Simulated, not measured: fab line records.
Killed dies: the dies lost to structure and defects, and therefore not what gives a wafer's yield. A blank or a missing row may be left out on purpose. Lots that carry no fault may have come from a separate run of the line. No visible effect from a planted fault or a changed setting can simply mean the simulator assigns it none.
fab line records	flow n5-finfet
record: lots: 9	wafers: 26	last-day: 18
route steps=1938 shown HKMG_FIN@454 GATE_CUT@473 MOL_CONTACT_COAG@561 PASSIVATION@1936
lots that met no fault: from a run of the same line without faults
start-h: start of the lot's first displayed wafer, in hours after the record's first day	wait-h: how many hours have passed since the lot's step before this one	" repeats the value in the row above	L1.1+2: a row that stands for several wafers	- value missing, or start not given	* or withheld: withheld	< > ~ a bound
route shown NAME@n: a module of which the file shows steps, and the number in the route of the first	usual: mean/standard deviation taken from wafers without a fault	same: alike in all rows	chamber/n: place in a boat	sites: readings site by site	_std_site: the standard deviation of these	_edge_site: outer sites' mean less inner sites'	radius-mm: for every site, how far away it sits from the centre of the wafer	mask NAME#n: copy n	behind: the most recent tool/chamber to have shaped the wafer	hold: the reason the lot was held/the length of the hold in hours/how it ended	device: transistor that didn't switch, given as n, p or np	end of line: the same wafers' tests at the end of the route	a step with no rows: only its recipe	killed: at the first sort, the dies lost to defects and structure; wafer yield is something else	map: a wafer's dies, marking killed ones x, the rest . and places with no die _
set.NAME: setting as actually run; set.NAME@STEP: the setting as run at that earlier step	model.NAME: the simulator's own value behind a step, which no gauge read
steps of the route over a sample of lots; a table a step, a row a wafer
services: when a tool's chamber went out of use (start-h, in hours from the record's first day, below 0 if earlier), for how many hours, and the reason
== steps ==
step: N5_HKMG_FIN_ETCHBACK_68
recipe: chemistry: Cl2/Ar	stop-on: HfO2	target-depth-a: 5	pressure-mtorr: 10	icp-w: 600	bias-w: 60	Cl2_flow_sccm: 40	Ar_flow_sccm: 60
usual: chamber-pressure-mTorr: 10.000/0.0089	drypump-motor-current-A: 5.8/0.4	oes-product-au: 0.70/0.095	throttle-valve-pct: 20.93/0.19
lot.wafer	tool	chamber	start-h	wait-h	chamber-pressure-mTorr	drypump-motor-current-A	oes-product-au	rf-hours-counter-h	throttle-valve-pct
L369.3	rie-metal-01	1	77.38	0.1	9.991	5.4	0.71	-	20.70
L369.4	"	0	"	"	10.024	5.5	0.62	-	20.99
L369.5	"	0	"	"	9.995	5.5	0.61	-	21.00
L371.1	rie-metal-02	1	99.33	0.0	9.999	6.4	0.64	99	20.67
L371.4	"	1	"	"	9.997	6.4	0.64	-	20.69
L371.6	"	1	"	"	9.996	6.4	0.64	-	20.69
L376.1	rie-metal-01	1	123.37	0.0	9.980	5.4	0.70	70	20.72
L376.5	"	0	"	"	9.989	5.5	0.62	-	20.99
L376.6	"	1	"	"	10.008	5.4	0.71	-	20.74
L378.2	rie-metal-01	0	136.47	0.0	9.995	5.5	0.61	118	20.99
L378.5	"	1	"	"	10.003	5.4	0.72	-	20.71
L378.6	"	0	"	"	9.997	5.6	0.61	-	21.00
L379.1	rie-metal-03	0	141.63	0.0	10.003	5.5	0.66	101	20.94
L379.3	"	1	"	"	9.999	5.5	0.78	-	21.23
L379.4	"	0	"	"	9.993	5.5	0.66	-	20.97
L380.1	rie-metal-02	1	146.49	0.0	9.996	6.4	0.63	104	20.68
L380.4	"	1	"	"	9.991	6.4	0.52	-	20.86
L380.6	"	0	"	"	9.970	6.3	0.91	-	20.87
L387.2	rie-metal-02	0	188.67	0.0	10.007	6.3	0.88	9	20.87
L387.3	"	1	"	"	10.008	6.4	0.62	-	20.69
L387.4	"	0	"	"	9.998	6.4	0.87	-	20.87
L389.3	rie-metal-03	1	197.43	0.1	10.005	5.5	0.76	-	21.26
L389.5	"	1	"	"	9.992	5.5	0.75	-	21.25
L392.1	rie-metal-03	0	214.15	0.0	9.982	5.6	0.65	109	20.97
L392.3	"	1	"	"	10.017	5.5	0.75	-	21.27
L392.5	"	0	"	"	10.002	5.6	0.65	-	20.97
step: N5_HKMG_FIN_CMP_23
recipe: stop-on: SiNx	t-overpolish-s: 10	post-cmp-clean: rinse-only	down-force-psi: 4	platen-rpm: 50.289	pad-velocity-m-s: 1.0006	target-thk-nm: 46.326
usual: motor-current-A: 11.8/0.89	overpolish-run-s: 10.000/0.0087	platen-rpm: 50.29/0.031	time-to-endpoint-s: 12.2/2.2
lot.wafer	tool	chamber	start-h	wait-h	motor-current-A	overpolish-run-s	platen-rpm	time-to-endpoint-s
L369.3	cmp-03	1	78.48	0.1	11.3	9.990	50.25	13.8
L369.4	"	2	"	"	10.6	9.990	50.30	13.4
L369.5	"	1	"	"	10.3	10.007	50.26	12.6
L371.1	cmp-02	2	100.50	0.0	13.0	10.007	50.26	13.2
L371.4	"	0	"	"	12.8	9.998	50.21	13.0
L371.6	"	3	"	"	10.4	10.007	50.31	9.9
L376.1	cmp-04	1	124.59	0.2	10.8	10.001	50.28	10.7
L376.6	"	3	"	"	10.7	9.992	50.29	7.0
L376.5	"	0	"	"	12.2	9.986	50.26	11.5
L378.2	cmp-02	1	137.54	0.0	12.7	10.003	50.26	11.6
L378.6	"	1	"	"	12.8	10.010	50.32	13.2
L378.5	"	2	"	"	12.6	9.992	50.27	12.1
L379.1	cmp-03	3	142.76	0.1	12.3	9.989	50.26	12.2
L379.4	"	0	"	"	12.6	9.998	50.30	11.1
L379.3	"	1	"	"	10.3	10.013	50.26	14.0
L380.4	cmp-03	1	147.54	0.0	11.5	9.993	50.33	15.6
L380.1	"	2	"	"	11.2	9.982	50.28	14.7
L380.6	"	2	"	"	11.1	10.004	50.30	13.3
L387.2	cmp-02	3	189.73	0.0	10.1	9.995	50.31	14.1
L387.4	"	1	"	"	11.8	9.995	50.33	15.8
L387.3	"	2	"	"	12.6	10.013	50.32	13.7
L389.3	cmp-02	3	198.48	0.1	10.8	9.995	50.25	14.1
L389.5	"	0	"	"	12.9	9.999	50.25	13.0
L392.1	cmp-04	3	215.29	0.1	11.0	10.013	50.32	7.3
L392.3	"	1	"	"	11.0	10.004	50.29	10.7
L392.5	"	2	"	"	12.2	10.012	50.28	8.8
step: N5_HKMG_FIN_INSPECT_28
recipe: inspect-instrument: darkfield	mode: post-cmp
usual: raw-defect-count: 42/16
lot.wafer	tool	chamber	start-h	wait-h	raw-defect-count
L369.3	defect-inspect-02	-	79.11	0.0	38
L369.4	"	-	"	"	58
L369.5	"	-	"	"	30
L371.1	defect-inspect-01	-	101.21	0.0	49
L371.4	"	-	"	"	33
L371.6	"	-	"	"	52
L376.1	defect-inspect-02	-	125.14	0.0	49
L376.5	"	-	"	"	43
L376.6	"	-	"	"	18
L378.2	defect-inspect-01	-	138.25	0.0	44
L378.5	"	-	"	"	26
L378.6	"	-	"	"	69
L379.1	defect-inspect-01	-	143.39	0.0	32
L379.3	"	-	"	"	30
L379.4	"	-	"	"	31
L380.1	defect-inspect-01	-	148.26	0.0	39
L380.4	"	-	"	"	21
L380.6	"	-	"	"	41
L387.2	defect-inspect-01	-	190.44	0.0	63
L387.3	"	-	"	"	76
L387.4	"	-	"	"	48
L389.3	defect-inspect-01	-	199.20	0.0	27
L389.5	"	-	"	"	31
L392.1	defect-inspect-01	-	215.92	0.0	39
L392.3	"	-	"	"	39
L392.5	"	-	"	"	70
step: N5_GATE_CUT_SAC_CAP_01
recipe: material: SiNx	target-thk-a: 240	temp-c: 400	ald-precursor-family: SiH2I2	ald-co-reactant: N2/H2-plasma	pulse-time-s: 1	ald-cycles: 480	purge-time-s: 2	co-reactant-purge-time-s: 2	pressure-torr: 2
usual: ald-cycles: 480/0	heater-power-w: 891/110	precursor-pulse-height-rel: 1.000/0.02
same: purge-time-s: 2
lot.wafer	tool	chamber	start-h	wait-h	ald-cycles	heater-power-w	precursor-pulse-height-rel
L369.3	ald-sin-03	1	79.76	0.0	480	803	0.973
L369.4	"	0	"	"	480	818	0.994
L369.5	"	0	80.85	1.1	480	834	0.990
L371.1	ald-sin-02	0	103.93	1.8	480	756	0.989
L371.4	"	2	"	"	480	875	1.017
L371.6	"	1	105.02	2.9	480	842	0.992
L376.1	ald-sin-04	3	125.78	0.0	480	904	1.015
L376.5	"	2	126.87	1.1	480	1092	0.976
L376.6	"	3	"	"	480	891	0.994
L378.2	ald-sin-03	2	138.91	0.0	480	792	0.970
L378.5	"	3	140.00	1.1	480	917	1.005
L378.6	"	0	"	"	480	854	1.029
L379.1	ald-sin-04	3	144.15	0.1	480	890	1.014
L379.3	"	2	"	"	480	1071	1.019
L379.4	"	0	"	"	480	1001	1.044
L380.1	ald-sin-03	2	149.54	0.7	480	814	0.998
L380.4	"	0	"	"	480	825	0.961
L380.6	"	2	150.63	1.8	480	812	1.006
L387.2	ald-sin-03	1	191.09	0.0	480	747	1.032
L387.3	"	0	"	"	480	846	1.016
L387.4	"	3	"	"	728	917	1.030
L389.3	ald-sin-03	1	199.97	0.0	480	759	1.016
L389.5	"	2	201.06	1.1	728	820	1.026
L392.1	ald-sin-04	2	216.71	0.2	480	1103	1.011
L392.3	"	3	"	"	480	892	1.010
L392.5	"	0	217.79	1.3	480	1010	1.021
step: N5_GATE_CUT_ETCH_19
recipe: chemistry: CH3F/O2	target: SiNx	mask-material: SiO2	target-depth-a: 537	time-s: 76.7	pressure-mtorr: 30	source-w: 395	bias-w: 73	Ar_flow_sccm: 150	CH3F_flow_sccm: 30	O2_flow_sccm: 20	ion-energy-ev: 120	ends: cleared
usual: chamber-pressure-mTorr: 30.003/0.026	drypump-motor-current-A: 5.9/0.37	etch-rf-on-time-s: 77.4/1.4	oes-product-au: 0.64/0.049	rf-vpp-V: 298/5.2	showerhead-plenum-p-Torr: 2.02/0.081	throttle-valve-pct: 16.35/0.2
lot.wafer	tool	chamber	start-h	wait-h	chamber-pressure-mTorr	drypump-motor-current-A	etch-rf-on-time-s	oes-product-au	rf-hours-counter-h	rf-vpp-V	showerhead-plenum-p-Torr	throttle-valve-pct
L369.3	rie-diel-01	0	83.29	0.0	30.025	5.5	76.6	0.75	40	296	2.13	16.36
L369.4	"	1	"	"	30.026	6.3	74.5	0.69	122	307	2.10	15.98
L369.5	"	3	"	"	29.978	5.7	78.5	0.63	-	295	2.08	16.26
L371.1	rie-diel-05	0	107.28	0.0	30.027	5.6	77.9	0.66	113	305	1.93	16.49
L371.4	"	1	"	"	30.008	6.1	78.9	0.61	-	294	1.91	16.08
L371.6	"	2	"	"	29.995	5.6	77.6	0.60	-	305	2.06	16.51
L376.1	rie-diel-06	3	129.13	0.0	29.971	6.3	76.9	0.69	72	294	2.03	16.30
L376.5	"	1	"	"	29.984	5.8	75.9	0.76	-	298	2.06	16.29
L376.6	"	2	"	"	30.004	6.4	78.7	0.61	-	298	1.99	16.28
L378.2	rie-diel-05	0	142.48	0.0	30.024	5.5	76.8	0.65	124	305	1.92	16.50
L378.5	"	2	"	"	29.940	5.6	77.4	0.58	-	305	2.05	16.55
L378.6	"	3	"	"	30.028	5.8	79.4	0.61	-	296	2.09	16.56
L379.1	rie-diel-01	0	147.51	0.0	29.973	5.5	77.5	0.71	62	295	2.12	16.39
L379.3	"	2	"	"	30.001	6.4	78.8	0.62	165	292	1.91	16.22
L379.4	"	2	"	"	30.025	6.4	78.1	0.63	-	290	1.91	16.22
L380.1	rie-diel-06	0	152.89	0.0	30.047	4.9	80.6	0.58	240	294	1.90	16.98
L380.4	"	3	"	"	29.994	6.3	77.6	0.68	79	295	2.03	16.32
L380.6	"	2	"	"	30.014	6.3	79.1	0.61	-	296	1.99	16.29
L387.2	rie-diel-01	0	194.56	0.0	30.022	5.5	76.2	0.70	77	295	2.12	16.43
L387.3	"	1	"	"	29.941	6.3	74.2	0.67	158	307	2.09	16.02
L387.4	"	3	"	"	29.984	5.7	61.4	0.61	202	295	2.07	16.32
L389.3	rie-diel-06	1	204.17	0.1	29.970	5.8	75.9	0.73	-	298	2.05	16.35
L389.5	"	1	"	"	29.999	5.8	60.1	0.73	-	300	2.05	16.34
L392.1	rie-diel-01	1	220.05	0.0	29.958	6.3	75.1	0.66	164	305	2.09	16.02
L392.3	"	2	"	"	29.988	6.3	77.5	0.61	184	290	1.91	16.26
L392.5	"	1	"	"	30.002	6.3	74.7	0.66	-	309	2.09	16.05
step: N5_MOL_CONTACT_COAG_THK_MEAS_29
recipe: reads: SiNx_of_GATE_CUT_PECVD_57+SiNx_of_GATE_CUT_SAC_CAP_01
usual: MD_CAP_THK: 17.93/0.092
lot.wafer	tool	chamber	start-h	wait-h	MD_CAP_THK[nm]
L369.3	film-metro-02	-	95.97	-	17.80
L369.4	"	-	"	"	17.80
L369.5	"	-	"	"	17.86
L371.1	film-metro-01	-	120.38	-	17.96
L371.4	"	-	"	"	18.05
L371.6	"	-	"	"	17.94
L376.1	film-metro-01	-	141.35	-	18.10
L376.5	"	-	"	"	18.14
L376.6	"	-	"	"	18.10
L378.2	film-metro-02	-	153.88	-	17.88
L378.5	"	-	"	"	17.79
L378.6	"	-	"	"	17.80
L379.1	film-metro-01	-	159.73	-	18.03
L379.3	"	-	"	"	17.96
L379.4	"	-	"	"	17.94
L380.1	film-metro-02	-	164.82	-	18.03
L380.4	"	-	"	"	18.06
L380.6	"	-	"	"	17.87
L387.2	film-metro-02	-	207.30	-	17.91
L387.3	"	-	"	"	18.06
L387.4	"	-	"	"	27.13
L389.3	film-metro-02	-	216.58	-	17.99
L389.5	"	-	"	"	27.11
L392.1	film-metro-02	-	234.25	-	17.94
L392.3	"	-	"	"	17.96
L392.5	"	-	"	"	17.89
step: N5_MOL_CONTACT_COAG_ETCH_47
recipe: chemistry: CH3F/O2	target: SiNx	target-depth-a: 270	mask-material: SiO2	stop-on: W	over-etch-frac: 0.2	ion-energy-ev: 120	endpoint: OES-CN	pressure-mtorr: 30	source-w: 395	bias-w: 73	Ar_flow_sccm: 150	CH3F_flow_sccm: 30	O2_flow_sccm: 20	ends: end-point
usual: chamber-pressure-mTorr: 29.999/0.025	drypump-motor-current-A: 5.7/0.47	etch-rf-on-time-s: 31.0/0.48	oes-product-au: 0.69/0.07	rf-vpp-V: 299/6.2	showerhead-plenum-p-Torr: 2.00/0.069	throttle-valve-pct: 16.33/0.23
lot.wafer	tool	chamber	start-h	wait-h	chamber-pressure-mTorr	drypump-motor-current-A	etch-rf-on-time-s	oes-product-au	rf-hours-counter-h	rf-vpp-V	showerhead-plenum-p-Torr	throttle-valve-pct
L369.3	rie-diel-03	3	99.25	0.0	30.051	5.7	31.4	0.63	229	282	1.90	16.64
L369.4	"	1	"	"	29.960	5.3	30.5	0.79	38	298	2.02	15.94
L369.5	"	3	"	"	30.018	5.7	31.7	0.63	-	281	1.90	16.63
L371.1	rie-diel-04	3	123.32	0.0	30.019	6.4	31.0	0.83	15	306	2.06	16.37
L371.4	"	0	"	"	29.999	6.7	31.5	0.61	235	305	1.89	16.72
L371.6	"	2	"	"	30.051	5.6	31.9	0.64	-	297	1.89	16.46
L376.1	rie-diel-02	2	143.06	0.0	29.976	5.2	31.1	0.64	219	298	2.07	16.70
L376.5	"	2	"	"	30.022	5.2	31.2	0.64	-	296	2.07	16.69
L376.6	"	3	"	"	29.981	5.6	30.2	0.68	-	301	2.01	16.39
L378.2	rie-diel-03	1	155.59	0.0	30.019	5.3	31.4	0.75	62	297	2.01	15.98
L378.5	"	1	"	"	29.972	5.3	31.1	0.76	-	299	2.01	15.99
L378.6	"	0	"	"	29.968	5.6	30.6	0.66	-	300	1.98	16.19
L379.1	rie-diel-03	2	162.30	0.0	30.056	5.4	31.2	0.72	92	305	2.02	16.11
L379.3	"	1	"	"	29.953	5.3	31.4	0.76	-	298	2.01	15.98
L379.4	"	2	"	"	29.976	5.4	30.8	0.73	-	303	2.02	16.14
L380.1	rie-diel-02	3	166.61	0.0	30.012	5.6	30.8	0.67	168	301	2.01	16.39
L380.4	"	2	"	"	29.991	5.2	31.7	0.63	225	296	2.06	16.70
L380.6	"	3	"	"	29.940	5.6	30.6	0.67	-	301	2.01	16.41
L387.2	rie-diel-03	2	209.41	0.0	30.009	5.4	31.5	0.69	111	304	2.01	16.18
L387.3	"	0	"	"	30.024	5.6	31.5	0.64	203	300	1.97	16.22
L387.4	"	1	"	"	30.003	5.3	48.0	0.73	85	298	2.01	16.03
L389.3	rie-diel-04	1	218.88	0.0	30.031	6.3	30.2	0.88	5	290	1.96	15.95
L389.5	"	2	"	"	29.994	5.6	48.5	0.62	-	298	1.88	16.56
L392.1	rie-diel-02	2	237.59	0.0	30.034	5.2	31.7	0.61	248	296	2.06	16.75
L392.3	"	3	"	"	30.013	5.6	30.4	0.65	192	300	2.00	16.44
L392.5	"	1	"	"	29.985	6.2	31.4	0.63	-	307	2.07	16.41
step: N5_PASSIVATION_PROBE_49
usual: killed_at_M0_to_M3: 37/12	killed_at_M4_up: 14/5.3	killed-at-contacts: 12/6.2	killed-at-front-end: 41/11	killed-at-other: 3.7/2.9	killed-dies: 107/17	killed-open: 71/12	killed-short: 34/7.9
same: gross-dies: 1180	killed-at-back-side: 0
lot.wafer	tool	chamber	start-h	wait-h	killed_at_M0_to_M3	killed_at_M4_up	killed-at-contacts	killed-at-front-end	killed-at-other	killed-dies	killed-open	killed-short
L369.3	prober-02	-	272.65	0.1	36	10	29	42	2	119	82	36
L369.4	prober-02	-	272.70	0.2	41	13	10	31	0	95	50	41
L369.5	prober-02	-	272.75	0.2	26	8	30	35	2	101	74	26
L371.1	prober-01	-	286.07	0.0	39	10	17	36	1	103	73	29
L371.4	prober-01	-	286.22	0.2	39	12	11	27	5	94	62	32
L371.6	prober-01	-	286.32	0.3	34	9	21	17	8	89	59	27
L378.2	prober-02	-	317.48	0.1	47	13	21	23	1	105	73	28
L378.5	prober-02	-	317.63	0.2	46	10	13	36	3	108	74	31
L378.6	prober-02	-	317.68	0.3	32	11	6	37	0	86	59	22
L376.1	prober-01	-	325.84	0.0	80	12	7	41	1	141	76	60
L376.5	prober-01	-	326.04	0.2	53	11	10	54	1	129	79	45
L376.6	prober-01	-	326.09	0.3	89	10	12	30	8	149	93	54
L379.1	prober-02	-	341.82	0.0	51	13	12	52	4	132	91	38
L379.3	prober-02	-	341.92	0.1	32	21	19	30	2	104	69	32
L379.4	prober-02	-	341.97	0.2	34	14	11	43	8	110	69	40
L380.1	prober-02	-	352.81	0.0	52	5	25	49	5	136	82	49
L380.4	prober-02	-	352.96	0.2	43	17	17	32	2	111	73	37
L380.6	prober-02	-	353.06	0.3	29	17	7	29	5	87	59	25
L387.2	prober-01	-	389.44	0.1	35	3	17	34	7	96	61	34
L387.3	prober-01	-	389.49	0.1	36	6	16	24	10	92	58	34
L387.4	prober-01	-	389.54	0.2	34	18	26	53	1	132	102	30
L389.3	prober-02	-	409.62	0.1	23	9	10	51	15	108	76	31
L389.5	prober-02	-	409.72	0.2	28	18	9	39	7	101	64	35
L392.1	prober-02	-	426.06	0.0	38	18	7	58	3	124	86	35
L392.3	prober-02	-	426.16	0.1	27	16	5	43	4	95	55	40
L392.5	prober-02	-	426.26	0.2	41	19	11	49	2	122	73	47
killed by level:class
L369.3 MOL_CONTACT_COAG:geometric-particle:open=21 STI_FIN_REVEAL:geometric-particle:open=11 BEOL_M0_SAQP:geometric-particle:open=11 MOL_CONTACT_COAG:geometric-particle:short=8 DUMMY_GATE:geometric-particle:open=6 BEOL_M0_SAQP:geometric-particle:short=6 BEOL_M1:geometric-particle:open=6 BEOL_M2:geometric-particle:open=6
L369.4 BEOL_M0_SAQP:geometric-particle:short=18 BEOL_M0_SAQP:geometric-particle:open=8 STI_FIN_REVEAL:geometric-particle:open=6 DUMMY_GATE:geometric-particle:open=6 MOL_CONTACT_COAG:geometric-particle:open=6 GATE_CUT:geometric-particle:short=5 MOL_CONTACT_COAG:geometric-particle:short=4 BEOL_M2:geometric-particle:open=4
L369.5 MOL_CONTACT_COAG:geometric-particle:open=25 STI_FIN_REVEAL:geometric-particle:open=13 BEOL_M0_SAQP:geometric-particle:short=6 FIN_SAQP:geometric-particle:open=5 MOL_CONTACT_COAG:geometric-particle:short=5 BEOL_M0_SAQP:geometric-particle:open=5 BEOL_M1:geometric-particle:open=4 BEOL_M2:geometric-particle:open=4
L371.1 MOL_CONTACT_COAG:geometric-particle:open=16 FIN_SAQP:geometric-particle:short=13 FIN_SAQP:geometric-particle:open=7 BEOL_M2:geometric-particle:open=7 BEOL_M3:geometric-particle:open=7 BEOL_M4:geometric-particle:open=7 BEOL_M0:geometric-particle:open=6 BEOL_M1:geometric-particle:open=5
L371.4 BEOL_M2:geometric-particle:open=13 FIN_SAQP:geometric-particle:open=7 MOL_CONTACT_COAG:geometric-particle:open=7 BEOL_M4:geometric-particle:open=7 FIN_SAQP:geometric-particle:short=5 STI_FIN_REVEAL:geometric-particle:open=5 BEOL_M0:geometric-particle:short=5 MOL_CONTACT_COAG:geometric-particle:short=4
L371.6 MOL_CONTACT_COAG:geometric-particle:open=14 BEOL_M1:geometric-particle:open=8 BEOL_M0_SAQP:geometric-particle:open=7 MOL_CONTACT_COAG:geometric-particle:short=6 BEOL_M3:geometric-particle:open=6 BEOL_M5:geometric-particle:open=5 PASS1_CAP:geometric-particle:short=5 FIN_SAQP:geometric-particle:short=4
L378.2 MOL_CONTACT_COAG:geometric-particle:open=17 BEOL_M3:geometric-particle:open=12 BEOL_M2:geometric-particle:open=9 DUMMY_GATE:geometric-particle:open=7 BEOL_M0_SAQP:geometric-particle:short=6 BEOL_M0_SAQP:geometric-particle:open=6 BEOL_M5:geometric-particle:open=5 BEOL_M1:geometric-particle:short=5
L378.5 BEOL_M0_SAQP:geometric-particle:open=13 BEOL_M3:geometric-particle:open=13 STI_FIN_REVEAL:geometric-particle:open=11 MOL_CONTACT_COAG:geometric-particle:open=9 FIN_SAQP:geometric-particle:short=5 DUMMY_GATE:geometric-particle:short=5 BEOL_M1:geometric-particle:short=5 FIN_SAQP:geometric-particle:open=4
L378.6 BEOL_M2:geometric-particle:open=10 STI_FIN_REVEAL:geometric-particle:open=6 BEOL_M0_SAQP:geometric-particle:open=6 BEOL_M3:geometric-particle:open=6 GATE_CUT:geometric-particle:open=5 MOL_CONTACT_COAG:geometric-particle:open=5 STARTING-WAFER:geometric-particle:short=5 DUMMY_GATE:geometric-particle:open=4
L376.1 BEOL_M0_SAQP:geometric-particle:open=19 BEOL_M0_SAQP:geometric-particle:short=18 FIN_SAQP:geometric-particle:open=13 BEOL_M1:geometric-particle:short=12 FIN_SAQP:geometric-particle:short=10 BEOL_M2:geometric-particle:open=10 BEOL_M1:geometric-particle:open=6 BEOL_M3:geometric-particle:short=6
L376.5 BEOL_M0_SAQP:geometric-particle:open=18 BEOL_M0_SAQP:geometric-particle:short=14 GATE_CUT:geometric-particle:short=10 FIN_SAQP:geometric-particle:short=9 FIN_SAQP:geometric-particle:open=8 STI_FIN_REVEAL:geometric-particle:open=7 MOL_CONTACT_COAG:geometric-particle:open=7 BEOL_M1:geometric-particle:open=6
L376.6 BEOL_M0_SAQP:geometric-particle:short=22 BEOL_M0_SAQP:geometric-particle:open=22 BEOL_M2:geometric-particle:open=16 BEOL_M3:geometric-particle:open=9 BEOL_M1:geometric-particle:open=9 MOL_CONTACT_COAG:geometric-particle:open=8 FIN_SAQP:geometric-particle:open=6 STI_FIN_REVEAL:geometric-particle:open=5
L379.1 BEOL_M3:geometric-particle:open=12 MOL_CONTACT_COAG:geometric-particle:open=11 FIN_SAQP:geometric-particle:open=10 FIN_SAQP:geometric-particle:short=10 BEOL_M0_SAQP:geometric-particle:open=10 GATE_CUT:geometric-particle:short=9 BEOL_M0_SAQP:geometric-particle:short=9 BEOL_M1:geometric-particle:open=9
L379.3 MOL_CONTACT_COAG:geometric-particle:open=13 STI_FIN_REVEAL:geometric-particle:open=9 BEOL_M4:geometric-particle:open=9 BEOL_M3:geometric-particle:open=7 FIN_SAQP:geometric-particle:short=5 MOL_CONTACT_COAG:geometric-particle:short=5 BEOL_M1:geometric-particle:open=5 BEOL_M2:geometric-particle:short=5
L379.4 BEOL_M0_SAQP:geometric-particle:open=12 BEOL_M0_SAQP:geometric-particle:short=11 GATE_CUT:geometric-particle:open=10 DUMMY_GATE:geometric-particle:open=8 MOL_CONTACT_COAG:geometric-particle:open=8 STI_FIN_REVEAL:geometric-particle:open=6 FIN_SAQP:geometric-particle:short=5 GATE_CUT:geometric-particle:short=4
L380.1 MOL_CONTACT_COAG:geometric-particle:open=20 FIN_SAQP:geometric-particle:short=13 BEOL_M0_SAQP:geometric-particle:open=13 BEOL_M0_SAQP:geometric-particle:short=11 BEOL_M3:geometric-particle:open=11 BEOL_M2:geometric-particle:open=10 GATE_CUT:geometric-particle:short=9 FIN_SAQP:geometric-particle:open=6
L380.4 MOL_CONTACT_COAG:geometric-particle:open=14 BEOL_M0_SAQP:geometric-particle:short=13 BEOL_M2:geometric-particle:open=8 BEOL_M3:geometric-particle:open=8 FIN_SAQP:geometric-particle:open=7 BEOL_M0_SAQP:geometric-particle:open=7 BEOL_M4:geometric-particle:open=6 STARTING-WAFER:geometric-particle:short=5
L380.6 BEOL_M0_SAQP:geometric-particle:open=8 FIN_SAQP:geometric-particle:open=6 BEOL_M0_SAQP:geometric-particle:short=6 BEOL_M2:geometric-particle:open=5 DUMMY_GATE:geometric-particle:open=4 MOL_CONTACT_COAG:geometric-particle:open=4 BEOL_M4:geometric-particle:open=4 BEOL_M5:geometric-particle:open=4
L387.2 STI_FIN_REVEAL:geometric-particle:open=14 MOL_CONTACT_COAG:geometric-particle:short=9 MOL_CONTACT_COAG:geometric-particle:open=8 BEOL_M0_SAQP:geometric-particle:short=7 BEOL_M3:geometric-particle:open=7 BEOL_M0_SAQP:geometric-particle:open=6 FIN_SAQP:geometric-particle:short=5 PASS1_CAP:geometric-particle:open=5
L387.3 MOL_CONTACT_COAG:geometric-particle:open=13 BEOL_M0_SAQP:geometric-particle:short=12 FIN_SAQP:geometric-particle:open=7 BEOL_M0_SAQP:geometric-particle:open=6 STI_FIN_REVEAL:geometric-particle:open=5 BEOL_M1:geometric-particle:short=5 PASS1_CAP:geometric-particle:open=5 BEOL_M2:geometric-particle:open=4
L387.4 STI_FIN_REVEAL:geometric-particle:open=26 MOL_CONTACT_COAG:geometric-particle:open=20 BEOL_M1:geometric-particle:open=11 FIN_SAQP:geometric-particle:open=8 BEOL_M4:geometric-particle:open=8 MOL_CONTACT_COAG:geometric-particle:short=6 DUMMY_GATE:geometric-particle:open=6 BEOL_M0_SAQP:geometric-particle:short=6
L389.3 STI_FIN_REVEAL:geometric-particle:open=16 FIN_SAQP:geometric-particle:open=14 FIN_SAQP:geometric-particle:short=9 BEOL_M2:geometric-particle:open=9 MOL_CONTACT_COAG:geometric-particle:open=8 PASS1_CAP:geometric-particle:open=5 BEOL_M5:geometric-particle:open=4 BEOL_M1:geometric-particle:open=3
L389.5 FIN_SAQP:geometric-particle:open=10 MOL_CONTACT_COAG:geometric-particle:open=9 BEOL_M0_SAQP:geometric-particle:open=7 BEOL_M3:geometric-particle:open=7 BEOL_M2:geometric-particle:short=6 BEOL_M4:geometric-particle:open=6 FIN_SAQP:geometric-particle:short=5 STI_FIN_REVEAL:geometric-particle:open=5
L392.1 FIN_SAQP:geometric-particle:open=16 FIN_SAQP:geometric-particle:short=13 BEOL_M0_SAQP:geometric-particle:open=9 BEOL_M0_SAQP:geometric-particle:short=8 BEOL_M2:geometric-particle:open=7 BEOL_M3:geometric-particle:open=7 BEOL_M4:geometric-particle:open=7 MOL_CONTACT_COAG:geometric-particle:open=6
L392.3 FIN_SAQP:geometric-particle:short=9 BEOL_M4:geometric-particle:open=8 FIN_SAQP:geometric-particle:open=7 BEOL_M0_SAQP:geometric-particle:short=7 BEOL_M0_SAQP:geometric-particle:open=6 STI_FIN_REVEAL:geometric-particle:open=5 GATE_CUT:geometric-particle:short=5 BEOL_M2:geometric-particle:open=4
L392.5 BEOL_M0_SAQP:geometric-particle:short=15 DUMMY_GATE:geometric-particle:open=11 MOL_CONTACT_COAG:geometric-particle:open=10 BEOL_M4:geometric-particle:open=10 GATE_CUT:geometric-particle:short=9 BEOL_M3:geometric-particle:open=8 BEOL_M0_SAQP:geometric-particle:open=8 FIN_SAQP:geometric-particle:short=7
== services ==
tool	chamber	start-h	hours	kind
cmp-02	-	54.50	1.3	repair
cmp-03	-	58.54	4.0	pm
rie-diel-03	0	64.56	13.4	repair
cmp-03	-	66.86	2.4	repair
cmp-02	-	70.20	13.3	pm
ald-sin-03	-	71.17	0.7	repair
rie-diel-02	0	79.64	8.6	repair
rie-diel-02	1	79.64	3.7	repair
ald-sin-03	-	86.48	14.0	pm
rie-diel-06	3	91.32	4.9	repair
ald-sin-03	-	100.48	6.1	pm
cmp-03	-	112.51	3.3	repair
ald-sin-03	-	115.30	6.0	pm
rie-diel-06	2	124.88	3.2	repair
rie-diel-02	-	145.40	4.3	pm
ald-sin-04	-	161.65	6.1	pm
rie-diel-02	-	163.03	3.2	repair
cmp-03	-	165.20	3.8	pm
rie-metal-01	-	171.73	28.1	pm
rie-diel-03	3	189.80	9.6	repair
rie-diel-06	2	201.30	23.7	repair
rie-diel-06	3	202.27	7.3	repair
rie-diel-01	-	211.73	3.2	repair
rie-diel-03	-	219.02	2.8	pm
== key ==
first-sign: step: N5_GATE_CUT_SAC_CAP_01	reading: ald-cycles	direction: up	sigmas: 99+	usual: *	struck: *
effect: step: N5_GATE_CUT_ETCH_19	reading: etch-rf-on-time-s	direction: down	sigmas: 12	usual: *	struck: *
effect: step: N5_MOL_CONTACT_COAG_THK_MEAS_29	reading: MD_CAP_THK	direction: up	sigmas: 99+	usual: 17.93	struck: 27.12
effect: step: N5_MOL_CONTACT_COAG_ETCH_47	reading: etch-rf-on-time-s	direction: up	sigmas: 36	usual: *	struck: *
met-at N5_GATE_CUT_SAC_CAP_01
struck-lots L387,L389
struck-wafers L387.4,L389.5
tester-left-out L387,L389
not-acting-at N5_HKMG_FIN_ETCHBACK_68,N5_HKMG_FIN_CMP_23,N5_HKMG_FIN_INSPECT_28
onset-between 149.54 191.09
fault: kind: process-parameter-drift	tool: ald-sin-03	chamber: -	onset-h: 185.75	steps: N5_GATE_CUT_SAC_CAP_01	channel: ald-cycles	offset: *	shape: step	end-h: 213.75	scope: struck-wafers-only	acts-in: *	stated: *
tester-left-out: of these lots the tester's yield and bins aren't shown, on N5 and GAA mostly nor the transistor test; their killed dies are dies lost to structure and defects alone, not to doping, threshold or leakage, so they don't give the yield
